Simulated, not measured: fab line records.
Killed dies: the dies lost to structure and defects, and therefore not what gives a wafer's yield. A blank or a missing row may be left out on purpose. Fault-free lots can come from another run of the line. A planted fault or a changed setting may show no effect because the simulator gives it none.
Which tool is to blame? + flow n5Finfet + 9 lots with 23 wafers sampled at 5 steps, on a route of 1938 steps

WHAT EACH GAUGE READ, for each wafer
N5_BEOL_M4_RC_MEAS_101. Usual: DIBL_N 36.3 mV/V, standard deviation 1.6; DIBL_P 36.2 mV/V, standard deviation 2; IOFF_N 0.160 nA/um, standard deviation 0.028; IOFF_P 0.21 nA/um, standard deviation 0.036; ION_N 677 uA/um, standard deviation 11; ION_P 465 uA/um, standard deviation 6.9; RC_DENSE_N 19.0 ohm.um, standard deviation 0.49; RC_DENSE_P 23.7 ohm.um, standard deviation 0.65; RC_N 15.5 ohm.um, standard deviation 0.39; RC_P 19.3 ohm.um, standard deviation 0.5; SS_N 71.5 mV/dec, standard deviation 0.55; SS_P 73.3 mV/dec, standard deviation 0.64; VT_N 250 mV, standard deviation 3; VT_P -250 mV, standard deviation 3.5.
| lot  | measured     | on        | DIBL_N (mV/V)  | DIBL_P (mV/V)  | IOFF_N (nA/um)    | IOFF_P (nA/um) | ION_N (uA/um) | ION_P (uA/um) | RC_DENSE_N (ohm.um) | RC_DENSE_P (ohm.um) | RC_N (ohm.um)  | RC_P (ohm.um)  | SS_N (mV/dec)  | SS_P (mV/dec)  | VT_N (mV)   | VT_P (mV)      | flag |
|------|--------------|-----------|----------------|----------------|-------------------|----------------|---------------|---------------|---------------------|---------------------|----------------|----------------|----------------|----------------|-------------|----------------|------|
| L672 | day 8 00:02  | prober-02 | 35.3 36.1 36.5 | 35.1 35.6 36.0 | 0.145 0.159 0.167 | 0.20 0.21 0.22 | 682 679 675   | 464 471 462   | 20.1 18.5 18.6      | 24.9 23.0 23.5      | 16.2 15.1 15.1 | 20.4 18.9 18.8 | 70.8 70.7 70.7 | 72.4 72.5 72.9 | 250 248 249 | -248 -247 -251 |      |
| L673 | day 8 04:13  | prober-01 | 32.7 35.3      | 32.0 35.6      | 0.112 0.149       | 0.15 0.19      | 668 671       | 454 462       | 19.2 19.7           | 23.9 24.4           | 15.6 15.9      | 19.6 19.9      | 70.4 71.5      | 72.0 72.9      | 253 249     | -257 -253      |      |
| L678 | day 9 17:41  | prober-01 | 37.7 35.0      | 40.4 36.8      | 0.219 0.160       | 0.27 0.20      | 702 675       | 478 459       | 19.1 19.0           | 23.6 23.4           | 15.5 15.4      | 19.3 19.3      | 71.6 71.2      | 74.7 72.7      | 243 250     | -248 -252      |      |
| L681 | day 10 22:34 | prober-01 | 35.6 36.8 35.2 | 36.5 39.4 38.0 | 0.143 0.181 0.152 | 0.18 0.22 0.20 | 676 691 668   | 461 468 456   | 21.1 22.1 21.1      | 26.1 27.4 26.0      | 17.3 17.9 17.2 | 21.7 22.8 21.3 | 71.3 72.5 72.0 | 73.0 73.3 72.7 | 252 249 250 | -257 -252 -255 | OFF  |
| L682 | day 10 19:26 | prober-01 | 38.4 36.8      | 39.4 37.8      | 0.207 0.172       | 0.26 0.22      | 691 670       | 466 456       | 19.4 19.2           | 24.2 24.1           | 16.0 15.7      | 19.8 19.5      | 71.6 71.4      | 74.6 74.6      | 246 249     | -249 -252      |      |
| L683 | day 11 00:25 | prober-02 | 37.0 35.0 35.2 | 34.4 33.2 32.7 | 0.143 0.127 0.130 | 0.18 0.17 0.16 | 660 665 671   | 459 462 458   | 21.1 21.2 21.1      | 26.1 26.6 26.4      | 17.1 17.4 17.1 | 21.5 21.6 21.6 | 71.6 70.7 71.0 | 73.0 72.5 72.9 | 253 253 254 | -253 -256 -257 | OFF  |
| L684 | day 11 02:11 | prober-01 | 37.0 36.2 37.1 | 36.9 37.5 37.5 | 0.165 0.169 0.171 | 0.19 0.20 0.20 | 680 685 691   | 460 469 471   | 18.6 18.2 18.0      | 23.2 22.8 22.4      | 15.2 14.9 14.9 | 19.1 18.7 18.4 | 72.2 71.6 72.1 | 73.3 73.2 74.1 | 249 251 249 | -254 -252 -256 |      |
| L692 | day 13 12:34 | prober-02 | 34.3 34.5      | 34.8 34.4      | 0.135 0.128       | 0.20 0.18      | 665 665       | 463 462       | 18.6 18.3           | 23.0 22.7           | 15.3 14.9      | 18.9 18.5      | 71.1 70.9      | 73.0 73.1      | 251 253     | -249 -252      |      |
| L694 | day 13 21:29 | prober-02 | 36.5 35.6 36.0 | 36.4 35.2 35.8 | 0.155 0.144 0.139 | 0.19 0.16 0.17 | 671 678 670   | 453 456 452   | 18.9 18.8 18.7      | 23.4 23.4 23.1      | 15.5 15.3 15.2 | 19.0 19.0 19.2 | 72.0 71.4 71.6 | 73.5 73.4 73.5 | 250 251 249 | -254 -257 -253 |      |

WHAT TOOL EACH LOT RAN ON (gives the tool, then ch and the chambers of the sampled wafers, and finally the start)
| lot  | N5_MOL_CONTACT_COAG_ETCH_105     | N5_MOL_CONTACT_COAG_ETCH_106     | N5_MOL_CONTACT_COAG_ETCH_110     | N5_MOL_CONTACT_COAG_IMPLANT_129 |
|------|----------------------------------|----------------------------------|----------------------------------|---------------------------------|
| L672 | rieDiel-06 ch 1,2, day 5 02:55   | rieDiel-06 ch 1,2, day 5 02:56   | rieDiel-06 ch 1,2, day 5 03:08   | implanter-01 ch 0, day 5 03:19  |
| L673 | rieDiel-03 ch 0,2, day 5 04:44   | rieDiel-03 ch 0,2, day 5 04:46   | rieDiel-03 ch 0,2, day 5 04:58   | implanter-02 ch 0, day 5 05:07  |
| L678 | rieDiel-02 ch 2,3, day 6 09:41   | rieDiel-02 ch 2,3, day 6 09:43   | rieDiel-02 ch 2,3, day 6 09:55   | implanter-02 ch 0, day 6 10:07  |
| L681 | rieDiel-02 ch 0,1, day 7 04:21   | rieDiel-02 ch 0,1, day 7 04:23   | rieDiel-02 ch 0,1, day 7 04:35   | implanter-02 ch 0, day 7 04:46  |
| L682 | rieDiel-02 ch 0,2, day 7 10:29   | rieDiel-02 ch 0,2, day 7 10:31   | rieDiel-02 ch 0,2, day 7 10:43   | implanter-01 ch 0, day 7 10:56  |
| L683 | rieDiel-03 ch 0,2,3, day 7 18:20 | rieDiel-03 ch 0,2,3, day 7 18:22 | rieDiel-03 ch 0,2,3, day 7 18:33 | implanter-02 ch 0, day 7 18:44  |
| L684 | rieDiel-02 ch 0,1, day 8 00:28   | rieDiel-02 ch 0,1, day 8 00:29   | rieDiel-02 ch 0,1, day 8 00:41   | implanter-01 ch 0, day 8 00:50  |
| L692 | rieDiel-03 ch 1,2, day 9 22:54   | rieDiel-03 ch 1,2, day 9 22:56   | rieDiel-03 ch 1,2, day 9 23:07   | implanter-01 ch 0, day 9 23:22  |
| L694 | rieDiel-02 ch 0,1, day 10 11:22  | rieDiel-02 ch 0,1, day 10 11:23  | rieDiel-02 ch 0,1, day 10 11:35  | implanter-02 ch 0, day 10 11:44 |
- N5_MOL_CONTACT_COAG_ETCH_105: etches SiARC in CF4, target depth 15.6 nm, time 26 s.
- N5_MOL_CONTACT_COAG_ETCH_106: etches SOC in N2/H2, target depth 80 nm, overetch 16 nm, time 120 s.
- N5_MOL_CONTACT_COAG_ETCH_110: etches Si in CF4/O2, target depth 2.5 nm, time 8 s.
- N5_MOL_CONTACT_COAG_IMPLANT_129

AS READ BY THE TOOLS THEMSELVES (means over the sampled wafers that have a number; for cases with no such wafer, the mark the record gives instead)
N5_MOL_CONTACT_COAG_ETCH_105. Usual: drypumpMotorCurrentA 5.7 A, standard deviation 0.44; etchRfOnTimeS 25.6 s, standard deviation 0.57; oesProductAu 0.73 a.u., standard deviation 0.07; rfVppV 184.5 V, standard deviation 1.1; showerheadPlenumPTorr 2.18 Torr, standard deviation 0.061; throttleValvePct 15.48 %, standard deviation 0.27.
| lot  | tool       | drypumpMotorCurrentA (A) | etchRfOnTimeS (s) | oesProductAu (a.u.) | rfVppV (V) | showerheadPlenumPTorr (Torr) | throttleValvePct (%) | flag |
|------|------------|--------------------------|-------------------|---------------------|------------|------------------------------|----------------------|------|
| L672 | rieDiel-06 | 5.8                      | 25.4              | 0.74                | 185.1      | 2.11                         | 15.35                |      |
| L673 | rieDiel-03 | 5.8                      | 25.6              | 0.77                | 185.2      | 2.21                         | 15.69                |      |
| L678 | rieDiel-02 | 5.2                      | 25.6              | 0.66                | 184.4      | 2.13                         | 15.45                |      |
| L681 | rieDiel-02 | 6.0                      | 25.6              | 0.66                | 184.6      | 2.17                         | 15.69                |      |
| L682 | rieDiel-02 | 6.0                      | 25.8              | 0.70                | 182.8      | 2.11                         | 15.73                |      |
| L683 | rieDiel-03 | 5.8                      | 25.8              | 0.74                | 184.5      | 2.20                         | 15.60                |      |
| L684 | rieDiel-02 | 6.0                      | 25.5              | 0.66                | 184.6      | 2.17                         | 15.70                |      |
| L692 | rieDiel-03 | 5.6                      | 25.1              | 0.77                | 186.3      | 2.26                         | 15.56                |      |
| L694 | rieDiel-02 | 5.9                      | 25.4              | 0.81                | 183.5      | 2.16                         | 15.39                |      |

N5_MOL_CONTACT_COAG_ETCH_106. Usual: drypumpMotorCurrentA 5.7 A, standard deviation 0.44; oesProductAu 0.76 a.u., standard deviation 0.068; rfVppV 525.1 V, standard deviation 2.4; showerheadPlenumPTorr 2.59 Torr, standard deviation 0.086; throttleValvePct 17.78 %, standard deviation 0.28.
| lot  | tool       | drypumpMotorCurrentA (A) | oesProductAu (a.u.) | rfVppV (V) | showerheadPlenumPTorr (Torr) | throttleValvePct (%) | flag |
|------|------------|--------------------------|---------------------|------------|------------------------------|----------------------|------|
| L672 | rieDiel-06 | 5.8                      | 0.77                | 522.7      | 2.50                         | 17.56                |      |
| L673 | rieDiel-03 | 5.8                      | 0.81                | 526.8      | 2.65                         | 18.10                |      |
| L678 | rieDiel-02 | 5.2                      | 0.68                | 523.6      | 2.54                         | 17.71                |      |
| L681 | rieDiel-02 | 5.9                      | 0.70                | 524.5      | 2.57                         | 17.89                |      |
| L682 | rieDiel-02 | 6.0                      | 0.72                | 524.1      | 2.50                         | 18.00                |      |
| L683 | rieDiel-03 | 5.7                      | 0.77                | 525.2      | 2.62                         | 18.00                |      |
| L684 | rieDiel-02 | 5.9                      | 0.68                | 524.9      | 2.57                         | 17.91                |      |
| L692 | rieDiel-03 | 5.6                      | 0.79                | 528.2      | 2.70                         | 17.82                |      |
| L694 | rieDiel-02 | 6.0                      | 0.83                | 524.3      | 2.55                         | 17.62                |      |

N5_MOL_CONTACT_COAG_ETCH_110. Usual: drypumpMotorCurrentA 5.7 A, standard deviation 0.44; oesProductAu 0.85 a.u., standard deviation 0.082; rfVppV 128 V, standard deviation 3.5; showerheadPlenumPTorr 2.26 Torr, standard deviation 0.062; throttleValvePct 10.58 %, standard deviation 0.27.
| lot  | tool       | drypumpMotorCurrentA (A) | oesProductAu (a.u.) | rfVppV (V) | showerheadPlenumPTorr (Torr) | throttleValvePct (%) | flag |
|------|------------|--------------------------|---------------------|------------|------------------------------|----------------------|------|
| L672 | rieDiel-06 | 5.8                      | 0.87                | 126        | 2.19                         | 10.46                |      |
| L673 | rieDiel-03 | 5.8                      | 0.91                | 126        | 2.30                         | 10.73                |      |
| L678 | rieDiel-02 | 5.2                      | 0.76                | 127        | 2.22                         | 10.64                |      |
| L681 | rieDiel-02 | 5.9                      | 0.78                | 130        | 2.25                         | 10.86                |      |
| L682 | rieDiel-02 | 6.0                      | 0.82                | 126        | 2.19                         | 10.82                |      |
| L683 | rieDiel-03 | 5.8                      | 0.87                | 128        | 2.28                         | 10.65                |      |
| L684 | rieDiel-02 | 6.0                      | 0.78                | 128        | 2.25                         | 10.89                |      |
| L692 | rieDiel-03 | 5.5                      | 0.90                | 124        | 2.34                         | 10.61                |      |
| L694 | rieDiel-02 | 6.0                      | 0.94                | 130        | 2.24                         | 10.42                |      |

N5_MOL_CONTACT_COAG_IMPLANT_129. Usual: beamEnergyKeV 2.9999, standard deviation 0.00093; beamOnS 36 s, standard deviation 3.5; doseIonsCm2 5.999e+14, standard deviation 6.2e+11; endStationPressureTorr 6e-06 Torr, standard deviation 3.6e-07; rotationDeg 0.003 degrees, standard deviation 0.019.
| lot  | tool         | beamEnergyKeV | beamOnS (s) | doseIonsCm2 | endStationPressureTorr (Torr) | rotationDeg (degrees) | flag |
|------|--------------|---------------|-------------|-------------|-------------------------------|-----------------------|------|
| L672 | implanter-01 | 3.0004        | 32          | 6.004e+14   | 7e-06                         | 0.000                 |      |
| L673 | implanter-02 | 3.0013        | 38          | 6.004e+14   | 6e-06                         | -0.025                |      |
| L678 | implanter-02 | 3.0019        | 40          | 5.990e+14   | 6e-06                         | -0.010                |      |
| L681 | implanter-02 | 2.9994        | 10          | 1.333e+14   | 6e-06                         | 0.017                 | OFF  |
| L682 | implanter-01 | 2.9993        | 32          | 6.008e+14   | 6e-06                         | 0.002                 |      |
| L683 | implanter-02 | 2.9990        | 10          | 1.342e+14   | 6e-06                         | 0.019                 | OFF  |
| L684 | implanter-01 | 2.9995        | 32          | 6.001e+14   | 6e-06                         | -0.002                |      |
| L692 | implanter-01 | 2.9992        | 32          | 5.994e+14   | 6e-06                         | 0.008                 |      |
| L694 | implanter-02 | 2.9987        | 39          | 5.996e+14   | 6e-06                         | 0.011                 |      |

THE ANSWER, worked out from the rows above alone
Rule: a lot is off if the mean of its wafers that have a number lies more than 3 standard deviations from the usual mean. A lot without any number at a reading at which 4 lots or more have one is off too. All remaining lots with rows at the step are treated as sound. Order of review: gauges by route order, followed by the tools' own readings, for which a lot's mean as printed above is used. At the first step where some lot is off, the reading lying furthest off is the one used; lots without a number count as furthest.
Off: L681, L683, at N5_BEOL_M4_RC_MEAS_101 (RC_P).
A tool fits if, at a process step before that reading, it ran every lot that is off, and no sound lot after the first of them. Not tried: the gauges at N5_BEOL_M4_RC_MEAS_101; whatever is off there is also off at N5_MOL_CONTACT_COAG_IMPLANT_129, on other tools, and gauge error can't account for it. Not one of the candidates tried fits.

WHAT THE SIMULATOR HAD PUT IN
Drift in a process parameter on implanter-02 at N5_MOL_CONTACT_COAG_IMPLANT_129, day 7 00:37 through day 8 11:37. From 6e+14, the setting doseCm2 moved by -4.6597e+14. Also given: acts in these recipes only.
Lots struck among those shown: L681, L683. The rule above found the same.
